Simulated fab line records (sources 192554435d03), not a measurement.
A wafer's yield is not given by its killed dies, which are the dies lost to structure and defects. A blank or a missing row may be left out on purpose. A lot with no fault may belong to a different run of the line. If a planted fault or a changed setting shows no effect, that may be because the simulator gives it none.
Chamber matching -- flow n5-finfet -- 3 sister chambers for N5_BEOL_M0_SAQP_ILD_DEP_01 on pecvd-04
The step deposits SiOC from DEMS/O2, target thk 45.419 nm, time 8.7 s. 3 wafers are shown with their chamber, then 9 later ones without.

== WAFERS PAIRED WITH THEIR CHAMBERS ==
wafer,chamber,throttle-valve-pct (%)
L085.6,1,14.1
L089.3,2,11.8
L089.4,0,12.3

== WAFERS WHOSE CHAMBER IS MISSING ==
wafer,throttle-valve-pct (%)
L090.2,11.9
L090.5,11.7
L090.6,11.6
L091.1,12.2
L091.4,13.8
L091.5,14.0
L094.2,13.8
L094.3,13.9
L094.6,13.9

== EACH ONE'S CHAMBER ==
wafer,from the rows above,in truth
L090.2,can't be placed: 2 or 0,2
L090.5,2,2
L090.6,2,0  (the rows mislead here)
L091.1,can't be placed: 0 or 2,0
L091.4,1,1
L091.5,1,1
L094.2,1,1
L094.3,1,1
L094.6,1,1
Correctly placed: 6 of 9. These rows do not allow placing 2 (true chamber among the candidates in 2). 1 placed wrongly.
How it was worked out, from the rows above alone: a wafer's distance from a chamber is the root of the sum, over the readings, of the square of ((its reading less the chamber's mean) divided by the reading's scatter). The wafer belongs to the nearest chamber; if the next one is less than 2 further off, it can't be placed. For every chamber, the mean is computed from those of its wafers that are shown. The scatter (one wafer shown for each chamber): square how far every hidden wafer sits from the nearest shown wafer, average those squares and take the square root.
